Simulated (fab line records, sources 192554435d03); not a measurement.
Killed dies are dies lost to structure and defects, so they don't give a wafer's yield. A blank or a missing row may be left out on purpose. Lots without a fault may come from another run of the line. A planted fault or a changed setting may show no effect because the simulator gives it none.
Split-lot experiment | flow n5_finfet | 7 lots, 21 wafers read, on a route of 1938 steps

THE SPLIT
At N5_BEOL_M8_ETCH_66 (etches SOC in N2/H2, target depth 80 nm, overetch 16 nm, time 120 s), the setting source_w was moved away from the recipe's 840 W on 2 of the 21 wafers read, by -6.3% to +14.8%. The other wafers ran this setting at the recipe's value.

The reading is taken at the split's own step.

THE READING
rf_vpp_V, in V, at N5_BEOL_M8_ETCH_66 (etches SOC in N2/H2, target depth 80 nm, overetch 16 nm, time 120 s). Fault-free wafers of this fab line usually give 523.5 V, standard deviation 2.6 V.

wafer  | tool, chamber at the split | source_w as run, W | against the recipe | rf_vpp_V, V | against lot-mates on the recipe
L076.2 | rie_diel-06, 0             | 840                | recipe             | 528.0       | -
L076.4 | rie_diel-06, 3             | 840                | recipe             | 521.4       | -
L076.5 | rie_diel-06, 0             | 840                | recipe             | 527.8       | -
L078.2 | rie_diel-06, 2             | 840                | recipe             | 521.7       | -
L078.3 | rie_diel-06, 3             | 840                | recipe             | 522.3       | -
L078.4 | rie_diel-06, 0             | 840                | recipe             | 528.0       | -
L079.4 | rie_diel-04, 3             | 840                | recipe             | 525.7       | -
L079.5 | rie_diel-04, 2             | 840                | recipe             | 524.1       | -
L079.6 | rie_diel-04, 3             | 840                | recipe             | 523.3       | -
L081.1 | rie_diel-04, 1             | 964.5              | +14.8%             | 502.4       | -22.8
L081.2 | rie_diel-04, 3             | 840                | recipe             | 524.6       | -
L081.6 | rie_diel-04, 1             | 840                | recipe             | 525.8       | -
L083.3 | rie_diel-05, 0             | 840                | recipe             | 523.6       | -
L083.4 | rie_diel-05, 0             | 840                | recipe             | 523.8       | -
L083.5 | rie_diel-05, 2             | 787.2              | -6.3%              | 534.3       | +10.6
L084.2 | rie_diel-05, 2             | 840                | recipe             | 521.2       | -
L084.3 | rie_diel-05, 3             | 840                | recipe             | 522.3       | -
L084.6 | rie_diel-05, 2             | 840                | recipe             | 522.1       | -
L096.2 | rie_diel-06, 0             | 840                | recipe             | 526.8       | -
L096.4 | rie_diel-06, 1             | 840                | recipe             | 519.9       | -
L096.5 | rie_diel-06, 0             | 840                | recipe             | 526.8       | -

THE FIT
A straight line over all 21 wafers: rf_vpp_V changes by -1.49 V for each +1% of source_w; r = -0.91; the points scatter about the line by 2.5 V.
The same after taking each lot's own level away (the mean of its wafers on the recipe; 21 wafers): -1.56 V for each +1%; r = -0.94; scatter 2.2 V.
On that fit, the largest move of source_w shifts the reading by 23 V.
The lots' own levels span 521.87 to 525.73 V, that is 1.5 times the standard deviation above.
So the lot-to-lot level changes the slope little: the two slopes agree.
Check: with one of the wafers moved furthest among these (+14.8%) left out of the fit, the line predicts -25 V for it against its lot-mates. It came out at -22.8 V against them.
Tool readings at the split's step, against how far the setting was moved: rf_vpp_V r = -0.91.

THE FILE'S OWN FIT
rf_vpp_V changes by -1.56 V for each +1% of source_w, r = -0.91.
